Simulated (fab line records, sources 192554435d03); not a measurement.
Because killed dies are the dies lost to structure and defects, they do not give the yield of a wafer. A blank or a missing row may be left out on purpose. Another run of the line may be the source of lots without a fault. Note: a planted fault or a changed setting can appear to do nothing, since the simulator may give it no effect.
Chamber matching :: flow n5Finfet :: 4 sister chambers for N5_HKMG_FIN_ALD_21 on aldMetal-04
The step deposits TiN, target thk 1.5 nm, pulse time 1 s, purge time 3 s. 16 wafers are shown with their chamber, then 8 later ones without.

WAFERS PAIRED WITH THEIR CHAMBERS
wafer: L404.3
chamber: 2
heaterPowerW (W): 860
precursorPulseHeightRel: 1.017

wafer: L404.5
chamber: 0
heaterPowerW (W): 917
precursorPulseHeightRel: 1.015

wafer: L404.6
chamber: 1
heaterPowerW (W): 839
precursorPulseHeightRel: 1.014

wafer: L408.2
chamber: 3
heaterPowerW (W): 803
precursorPulseHeightRel: 1.004

wafer: L408.3
chamber: 1
heaterPowerW (W): 849
precursorPulseHeightRel: 0.984

wafer: L408.4
chamber: 2
heaterPowerW (W): 895
precursorPulseHeightRel: 0.989

wafer: L415.2
chamber: 2
heaterPowerW (W): 873
precursorPulseHeightRel: 1.001

wafer: L415.3
chamber: 3
heaterPowerW (W): 775
precursorPulseHeightRel: 0.966

wafer: L415.6
chamber: 2
heaterPowerW (W): 884
precursorPulseHeightRel: 1.029

wafer: L416.1
chamber: 3
heaterPowerW (W): 775
precursorPulseHeightRel: 1.012

wafer: L416.5
chamber: 1
heaterPowerW (W): 822
precursorPulseHeightRel: 1.001

wafer: L416.6
chamber: 2
heaterPowerW (W): 885
precursorPulseHeightRel: 0.995

wafer: L421.2
chamber: 3
heaterPowerW (W): 782
precursorPulseHeightRel: 1.037

wafer: L421.3
chamber: 2
heaterPowerW (W): 866
precursorPulseHeightRel: 1.029

wafer: L421.4
chamber: 0
heaterPowerW (W): 918
precursorPulseHeightRel: 1.001

wafer: L423.1
chamber: 1
heaterPowerW (W): 840
precursorPulseHeightRel: 0.999

SIGNATURES, as means of the wafers listed above
reading: heaterPowerW
chamber 0: 917.50
chamber 1: 837.50
chamber 2: 877.17
chamber 3: 783.75
scatter within a chamber: 12.1

reading: precursorPulseHeightRel
chamber 0: 1.00800
chamber 1: 0.99950
chamber 2: 1.01000
chamber 3: 1.00475
scatter within a chamber: 0.0197
Rule: for a wafer and a chamber, the distance is found by dividing, reading by reading, the gap between the wafer's reading and the chamber's mean by the reading's scatter, squaring, summing and taking the root. The wafer belongs to the nearest chamber; if the next one is less than 2 further off, it can't be placed. The scatter: the root of (the sum of the squares of (reading less its chamber's mean) over the shown wafers, divided by (wafers less chambers)).

WAFERS WITHOUT THEIR CHAMBER
wafer: L423.5
heaterPowerW (W): 891
precursorPulseHeightRel: 1.017

wafer: L423.6
heaterPowerW (W): 777
precursorPulseHeightRel: 0.980

wafer: L425.1
heaterPowerW (W): 832
precursorPulseHeightRel: 0.976

wafer: L425.3
heaterPowerW (W): 899
precursorPulseHeightRel: 1.032

wafer: L425.4
heaterPowerW (W): 760
precursorPulseHeightRel: 0.997

wafer: L426.2
heaterPowerW (W): 769
precursorPulseHeightRel: 1.029

wafer: L426.4
heaterPowerW (W): 899
precursorPulseHeightRel: 0.986

wafer: L426.5
heaterPowerW (W): 763
precursorPulseHeightRel: 0.973

THE CHAMBER EACH PASSED THROUGH
wafer: L423.5
from the rows above: can't be placed: 2 or 0
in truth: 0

wafer: L423.6
from the rows above: 3
in truth: 3

wafer: L425.1
from the rows above: 1
in truth: 1

wafer: L425.3
from the rows above: can't be placed: 0 or 2
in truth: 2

wafer: L425.4
from the rows above: 3
in truth: 3

wafer: L426.2
from the rows above: 3
in truth: 3

wafer: L426.4
from the rows above: can't be placed: 0 or 2
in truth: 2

wafer: L426.5
from the rows above: 3
in truth: 3
Correct placement for 5 of the 8. Not placeable from these rows: 3 (in 3, the candidates include the true chamber). Placed wrongly: 0.
